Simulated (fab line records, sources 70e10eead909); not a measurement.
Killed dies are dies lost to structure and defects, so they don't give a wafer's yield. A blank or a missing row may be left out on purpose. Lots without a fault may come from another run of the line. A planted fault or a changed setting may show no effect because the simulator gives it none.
fab line records | flow nand_harc
record lots=11 wafers=33 last_day=33
route steps=1302 shown P_ZERO_WELL@56 P_STI@88 END@1302
lots that met no fault: from a run of the same line without faults
start_h: hours from the record's first day to the start of the lot's first wafer shown | wait_h: hours since the lot's step before | " the same as in the row above | L1.1+2: a row that stands for several wafers | - no value, or no start given | * or withheld: withheld | < > ~ a bound
route shown NAME@n: a module of which the file shows steps, and the number in the route of the first | usual: mean/standard deviation of fault-free wafers | same: alike in all rows | chamber/n: place in a boat | sites: the reading at each site | _std_site: their standard deviation | _edge_site: outer sites' mean less inner sites' | radius_mm: how far each site lies from the wafer's centre | mask NAME#n: copy n | behind: the tool/chamber that last shaped the wafer | hold: why the lot was held/for how many hours/how that ended | device: the transistor (n, p or np) that didn't switch | end of line: the same wafers' tests at the end of the route | a step without rows: its recipe alone | killed: dies lost to structure and defects at the first sort, not the wafer's yield | map: a wafer's dies, x killed, . not, _ none there
set.NAME: the setting as run; set.NAME@STEP: as run at that earlier step | model.NAME: the simulator's own value behind a step, which no gauge read
steps of the route over a sample of lots; a table a step, a row a wafer
services: from which hour (start_h, from the record's first day; less than 0 if before it) a tool's chamber was out of use, for how many hours, and why
## steps
# step NHARC_P_ZERO_WELL_EXPOSE_49
# recipe na=0.6 target_cd_nm=2000 dose_mj=22.64 mask_id=P_HVPW
# usual exposure_dose_mJ_cm2=22.642/0.021
# columns lot.wafer tool chamber start_h wait_h mask exposure_dose_mJ_cm2
L775.3 krf_scanner-02 0 55.49 - P_HVPW#0 22.662
L775.4 " 0 " " P_HVPW#0 22.638
L775.5 " 0 " " P_HVPW#0 22.628
L776.1 krf_scanner-02 0 65.45 - P_HVPW#0 22.642
L776.2 " 0 " " P_HVPW#0 22.697
L776.4 " 0 " " P_HVPW#0 22.655
L778.3 krf_scanner-01 0 85.56 - P_HVPW#0 22.634
L778.5 " 0 " " P_HVPW#0 22.634
L778.6 " 0 " " P_HVPW#0 22.652
L779.1 krf_scanner-01 0 95.32 - P_HVPW#0 22.647
L779.3 " 0 " " P_HVPW#0 22.628
L779.5 " 0 " " P_HVPW#0 22.644
L780.4 krf_scanner-02 0 106.08 - P_HVPW#0 22.634
L780.5 " 0 " " P_HVPW#0 22.635
L780.6 " 0 " " P_HVPW#0 22.631
L782.4 krf_scanner-01 0 125.81 - P_HVPW#0 22.624
L782.5 " 0 " " P_HVPW#0 22.635
L782.6 " 0 " " P_HVPW#0 22.596
L783.3 krf_scanner-03 0 135.62 - P_HVPW#0 22.629
L783.4 " 0 " " P_HVPW#0 22.653
L783.5 " 0 " " P_HVPW#0 22.627
L784.2 krf_scanner-02 0 147.72 - P_HVPW#0 22.663
L784.5 " 0 " " P_HVPW#0 22.654
L784.6 " 0 " " P_HVPW#0 22.656
L785.2 krf_scanner-02 0 155.59 - P_HVPW#0 22.575
L785.3 " 0 " " P_HVPW#0 22.626
L785.4 " 0 " " P_HVPW#0 22.610
L786.2 krf_scanner-03 0 165.75 - P_NWELL#0 22.605
L786.4 " 0 " " P_NWELL#0 22.627
L786.5 " 0 " " P_NWELL#0 22.619
L795.1 krf_scanner-03 0 255.59 - P_HVPW#0 22.618
L795.2 " 0 " " P_HVPW#0 22.606
L795.5 " 0 " " P_HVPW#0 22.609
# step NHARC_P_ZERO_WELL_CD_MEAS_52
# recipe target_cd_nm=2000 landing_energy_ev=500
# usual cd_nm=2000.4/1.6
# columns lot.wafer tool chamber start_h wait_h cd_nm
L775.3 cd_sem-03 0 55.64 - 1998.7
L775.4 " 0 " " 2000.9
L775.5 " 0 " " 1999.1
L776.1 cd_sem-01 0 65.60 - 1998.2
L776.2 " 0 " " 2000.1
L776.4 " 0 " " 1998.4
L778.3 cd_sem-02 0 85.72 - 2001.2
L778.5 " 0 " " 2002.8
L778.6 " 0 " " 2001.3
L779.1 cd_sem-03 0 95.48 - 2001.4
L779.3 " 0 " " 1999.9
L779.5 " 0 " " 2000.6
L780.4 cd_sem-02 0 106.22 - 2002.0
L780.5 " 0 " " 2000.2
L780.6 " 0 " " 2000.8
L782.4 cd_sem-02 0 125.96 - 2001.4
L782.5 " 0 " " 2001.9
L782.6 " 0 " " 2002.2
L783.3 cd_sem-02 0 135.77 - 2003.9
L783.4 " 0 " " 2001.6
L783.5 " 0 " " 2000.8
L784.2 cd_sem-01 0 147.88 - 1995.7
L784.5 " 0 " " 1998.2
L784.6 " 0 " " 1996.7
L785.2 cd_sem-01 0 155.75 - 1996.8
L785.3 " 0 " " 2000.3
L785.4 " 0 " " 1999.5
L786.2 cd_sem-02 0 165.91 - -
L786.4 " 0 " " -
L786.5 " 0 " " -
L795.1 cd_sem-03 0 255.74 - 2000.2
L795.2 " 0 " " 2001.9
L795.5 " 0 " " 2000.9
# step NHARC_P_ZERO_WELL_DESCUM_54
# recipe time_s=3 o2_flow_sccm=200 ar_flow_sccm=0 bias_power_w=0 chemistry=O2
# usual drypump_motor_current_A=5.6/0.38 oes_product_au=1.002/0.0076 rf_vpp_V=57.7/0.79 showerhead_plenum_p_Torr=1.91/0.059 throttle_valve_pct=11.311/0.0088
# columns lot.wafer tool chamber start_h wait_h drypump_motor_current_A oes_product_au rf_hours_counter_h rf_vpp_V showerhead_plenum_p_Torr throttle_valve_pct
L775.3 rie_diel-06 3 55.81 - 5.9 1.009 34 56.8 1.87 11.313
L775.4 " 1 " " 5.8 1.003 25 58.7 2.00 11.310
L775.5 " 2 " " 5.0 1.009 - 58.8 1.96 11.318
L776.1 rie_diel-06 1 65.76 - 5.8 1.008 27 57.6 2.00 11.305
L776.4 " 3 " " 5.9 1.015 36 57.1 1.87 11.312
L776.2 " 0 " " 5.7 1.002 27 59.1 1.92 11.305
L778.3 rie_diel-06 2 85.91 - 5.0 1.005 42 58.2 1.96 11.315
L778.6 " 3 " " 5.9 1.006 - 58.4 1.87 11.318
L778.5 " 0 " " 5.7 1.006 - 57.0 1.92 11.297
L779.3 rie_diel-06 2 95.78 - 5.0 1.007 45 57.8 1.96 11.300
L779.1 " 0 " " 5.7 1.001 36 59.5 1.91 11.305
L779.5 " 3 " " 5.9 0.999 - 57.8 1.87 11.309
L780.4 rie_diel-06 1 106.49 - 5.8 1.015 42 58.5 2.00 11.298
L780.5 " 3 " " 5.9 1.009 - 56.4 1.87 11.329
L780.6 " 0 " " 5.7 1.010 - 57.2 1.91 11.315
L782.4 rie_diel-06 2 126.11 - 5.0 1.012 56 58.1 1.96 11.314
L782.5 " 2 " " 5.0 1.008 - 57.8 1.96 11.320
L782.6 " 3 " " 5.9 1.003 - 57.9 1.86 11.313
L783.3 rie_diel-09 1 135.94 - 6.2 0.996 54 56.9 1.86 11.314
L783.4 " 3 " " 5.8 0.995 45 57.3 1.98 11.310
L783.5 " 1 " " 6.2 0.979 - 57.2 1.86 11.315
L784.2 rie_diel-01 1 148.92 - 4.8 1.003 41 58.6 1.98 11.319
L784.5 " 1 " " 4.8 1.002 - 58.4 1.98 11.311
L784.6 " 2 " " 5.9 1.014 - 58.2 1.82 11.300
L785.4 rie_diel-06 2 155.90 - 5.0 0.995 6 57.3 1.96 11.318
L785.3 " 3 " " 5.9 1.001 7 57.7 1.86 11.308
L785.2 " 0 " " 5.7 0.999 9 57.7 1.91 11.304
L786.4 rie_diel-09 2 166.06 - 5.8 1.001 3 57.1 1.94 11.333
L786.2 " 1 " " 6.2 0.997 3 57.8 1.85 11.307
L786.5 " 3 " " 5.8 1.000 - 59.1 1.98 11.312
L795.2 rie_diel-09 0 255.91 - 5.6 0.995 36 57.9 1.83 11.308
L795.1 " 2 " " 5.8 1.004 32 58.3 1.94 11.325
L795.5 " 1 " " 6.2 1.007 - 58.5 1.84 11.309
# step NHARC_P_STI_ETCH_42
# recipe target_depth_a=800 overetch_a=240 time_s=61 ion_energy_ev=200 n2_flow_sccm=150 h2_flow_sccm=150 ar_flow_sccm=0 rf_w=400 bias_w=150 chemistry=N2/H2
# usual drypump_motor_current_A=5.69/0.24 oes_product_au=1.000/0.0074 rf_vpp_V=431.1/2.3 showerhead_plenum_p_Torr=2.05/0.08 throttle_valve_pct=14.171/0.0095
# columns lot.wafer tool chamber start_h wait_h drypump_motor_current_A oes_product_au rf_hours_counter_h rf_vpp_V showerhead_plenum_p_Torr throttle_valve_pct
L775.3 rie_diel-05 0 73.54 0.1 5.67 1.009 0 433.0 2.13 14.186
L775.4 " 2 " " 5.59 1.008 1 432.6 2.14 14.179
L775.5 " 0 " " 5.67 0.998 - 433.4 2.13 14.159
L776.1 rie_diel-03 0 82.37 0.1 5.70 1.003 13 433.0 2.18 14.174
L776.2 " 2 " " 5.99 1.004 12 433.0 2.14 14.174
L776.4 " 3 " " 5.61 0.997 - 431.0 2.01 14.176
L778.3 rie_diel-05 1 104.02 0.1 5.39 0.993 2 431.9 2.05 14.172
L778.5 " 2 " " 5.52 1.003 - 433.2 2.14 14.163
L778.6 " 3 " " 5.39 0.996 - 431.2 2.07 14.181
L779.3 rie_diel-10 3 112.95 0.1 5.58 0.995 2 432.6 2.09 14.167
L779.1 " 0 " " 5.58 1.001 3 429.7 2.00 14.165
L779.5 " 1 " " 5.83 1.004 - 428.3 1.99 14.162
L780.4 rie_diel-10 3 125.09 0.1 5.58 0.988 3 433.1 2.09 14.173
L780.5 " 0 " " 5.56 0.999 - 431.4 2.00 14.174
L780.6 " 1 " " 5.85 0.995 - 429.5 1.99 14.167
L782.4 rie_diel-05 3 147.01 0.1 5.40 1.001 6 431.2 2.07 14.165
L782.6 " 3 " " 5.42 1.002 - 431.0 2.07 14.164
L782.5 " 0 " " 5.66 1.009 - 433.5 2.13 14.170
L783.3 rie_diel-03 2 155.05 0.1 5.98 1.009 3 433.1 2.14 14.147
L783.4 " 3 " " 5.64 1.012 - 430.4 2.01 14.167
L783.5 " 2 " " 6.00 1.010 - 432.5 2.14 14.169
L784.2 rie_diel-05 2 167.37 0.1 5.59 1.000 7 433.1 2.14 14.171
L784.6 " 1 " " 5.41 0.997 - 432.5 2.05 14.173
L784.5 " 2 " " 5.56 0.987 - 432.9 2.14 14.169
L785.3 rie_diel-03 2 174.94 0.1 5.97 0.989 4 433.6 2.14 14.163
L785.2 " 3 " " 5.61 1.007 4 431.2 2.01 14.182
L785.4 " 3 " " 5.62 0.999 - 430.4 2.01 14.168
L795.1 rie_diel-05 0 275.52 0.1 5.65 0.994 2 434.5 2.13 14.171
L795.2 " 2 " " 5.59 0.999 2 433.9 2.14 14.168
L795.5 " 2 " " 5.62 0.994 - 433.4 2.14 14.153
# step NHARC_P_STI_ETCH_15
# recipe target_depth_a=3000 taper_deg=4 time_s=100.1 hbr_flow_sccm=150 cl2_flow_sccm=50 rf_w=400 icp_w=400 bias_w=100 chemistry=HBr/Cl2
# usual drypump_motor_current_A=5.6/0.49 oes_product_au=0.999/0.0073 throttle_valve_pct=26.406/0.0093
# columns lot.wafer tool chamber start_h wait_h drypump_motor_current_A oes_product_au rf_hours_counter_h throttle_valve_pct
L775.4 rie_si-03 0 73.74 - 5.1 1.008 0.1 26.430
L775.3 " 1 " " 5.6 1.002 0.1 26.403
L775.5 " 3 " " 5.8 1.007 - 26.403
L776.4 rie_si-04 2 82.58 - 6.3 0.998 0.5 26.399
L776.1 " 3 " " 5.5 0.991 0.5 26.396
L776.2 " 1 " " 4.7 0.996 0.6 26.417
L778.3 rie_si-03 1 104.21 - 5.6 0.989 0.3 26.418
L778.5 " 0 " " 5.1 0.993 - 26.397
L778.6 " 1 " " 5.6 0.995 - 26.410
L779.3 rie_si-01 3 113.16 - 5.6 0.986 0.7 26.413
L779.1 " 1 " " 5.1 0.988 0.6 26.396
L779.5 " 1 " " 5.1 1.003 - 26.393
L780.4 rie_si-04 0 125.28 - 6.1 0.995 0.9 26.406
L780.5 " 3 " " 5.5 0.992 - 26.405
L780.6 " 0 " " 6.1 0.992 - 26.396
L782.4 rie_si-03 2 147.23 - 5.2 1.012 0.6 26.420
L782.6 " 0 " " 5.1 0.997 - 26.405
L782.5 " 1 " " 5.6 0.994 - 26.402
L783.3 rie_si-03 0 155.29 - 5.1 1.005 0.8 26.389
L783.4 " 1 " " 5.6 1.004 - 26.410
L783.5 " 3 " " 5.8 1.014 - 26.400
L784.2 rie_si-01 3 167.57 - 5.5 0.979 1.0 26.416
L784.6 " 2 " " 5.7 0.999 - 26.416
L784.5 " 3 " " 5.6 0.980 - 26.418
L785.4 rie_si-04 1 175.15 - 4.7 1.008 0.0 26.406
L785.3 " 2 " " 6.3 1.000 0.0 26.399
L785.2 " 0 " " 6.1 0.996 0.0 26.413
L795.2 rie_si-04 3 275.77 - 5.5 1.000 0.6 26.404
L795.1 " 1 " " 4.7 1.000 0.7 26.415
L795.5 " 0 " " 6.1 0.987 - 26.404
# step NHARC_END_SORT_01
# recipe temp_c=25
# usual killed_at_array=59/17 killed_at_other=0.7/0.9 killed_at_periphery=3.6/2.3 killed_dies=63/18 killed_open=3.4/1.9 killed_short=2.6/1.7
# same gross_dies=677
# columns lot.wafer tool chamber start_h wait_h killed_at_array killed_at_other killed_at_periphery killed_dies killed_open killed_short
L786.2 prober-02 0 705.32 2.8 69 0 608 677 3 0
L786.4 prober-02 0 706.91 3.4 76 0 601 677 2 1
L786.5 prober-02 0 707.71 3.7 92 0 585 677 2 6
# killed by level:class
L786.2 P_ZERO_WELL:area_expose=606 A_CHANNEL_HOLE_D1:chamber_film_flake=37 A_SLIT:chamber_film_flake=20 A_CHANNEL_FILL_D2:chamber_film_flake=4 A_WL_FILL:chamber_film_flake=2 A_ONON_D2:geometric_particle:open=1 A_CONTACT:geometric_particle:open=1 A_M0:geometric_particle:open=1
L786.4 P_ZERO_WELL:area_expose=596 A_SLIT:chamber_film_flake=34 A_CHANNEL_HOLE_D1:chamber_film_flake=31 A_CHANNEL_FILL_D2:chamber_film_flake=4 P_CONTACT:chamber_film_flake=2 P_BONDPAD:chamber_film_flake=2 A_DECK1_JOINT:chamber_film_flake=2 A_STAIRCASE:chamber_film_flake=2
L786.5 P_ZERO_WELL:area_expose=581 A_CHANNEL_HOLE_D1:chamber_film_flake=41 A_SLIT:chamber_film_flake=37 A_ONON_D1:geometric_particle:short=3 A_CHANNEL_FILL_D2:chamber_film_flake=3 A_CHANNEL_FILL_D2:geometric_particle:short=2 P_CONTACT:chamber_film_flake=2 A_STAIRCASE:chamber_film_flake=2
## services
# columns tool chamber start_h hours kind
rie_si-03 - 44.00 9.0 pm
krf_scanner-03 - 52.00 4.0 pm
rie_diel-05 - 52.60 9.0 pm
rie_diel-03 1 59.68 46.4 repair
rie_diel-09 3 60.27 3.0 repair
rie_si-03 - 69.26 1.0 repair
rie_diel-09 3 93.02 6.6 repair
krf_scanner-02 - 94.00 4.0 pm
rie_diel-06 - 115.88 2.4 repair
rie_diel-06 - 130.20 9.0 pm
rie_si-03 2 151.95 41.7 repair
rie_si-03 1 162.50 3.4 repair
rie_si-04 - 165.00 9.0 pm
rie_diel-05 3 198.93 132.0 repair
rie_si-03 - 221.00 9.0 pm
rie_diel-05 - 229.60 9.0 pm
rie_diel-06 0 242.40 3.2 repair
rie_si-03 1 242.95 8.6 repair
krf_scanner-02 - 257.82 2.0 repair
rie_si-03 - 259.11 0.3 repair
rie_si-03 2 262.64 1.4 repair
krf_scanner-02 - 266.00 4.0 pm
rie_diel-06 - 267.90 1.7 repair
rie_diel-05 1 271.05 21.7 repair
## key
first_sign step=NHARC_P_ZERO_WELL_EXPOSE_49 reading=mask direction=changed
effect step=NHARC_P_ZERO_WELL_CD_MEAS_52 reading=cd_nm direction=missing
effect step=NHARC_END_SORT_01 reading=killed_at_periphery direction=up sigmas=99+ usual=3.6 struck=598
more_kills_born_at NHARC_P_ZERO_WELL_EXPOSE_49@krf_scanner-03=1783
met_at NHARC_P_ZERO_WELL_EXPOSE_49
struck_lots L786
later_rows_left_out L786.2,L786.4,L786.5
tester_left_out L786
not_acting_at NHARC_P_ZERO_WELL_DESCUM_54,NHARC_P_STI_ETCH_42,NHARC_P_STI_ETCH_15
onset_between 135.62 165.75
fault kind=wrong_mask tool=any chamber=- onset_h=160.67 steps=NHARC_P_ZERO_WELL_EXPOSE_49 aux_copy=P_NWELL#0 scope=struck_lots_only
# tester_left_out: of these lots the tester's yield and bins aren't shown, on N5 and GAA mostly nor the transistor test; their killed dies are dies lost to structure and defects alone, not to doping, threshold or leakage, so they don't give the yield
# later_rows_left_out: the simulator's readings of these wafers behind a module that went badly wrong aren't trusted and aren't shown, but for the sort
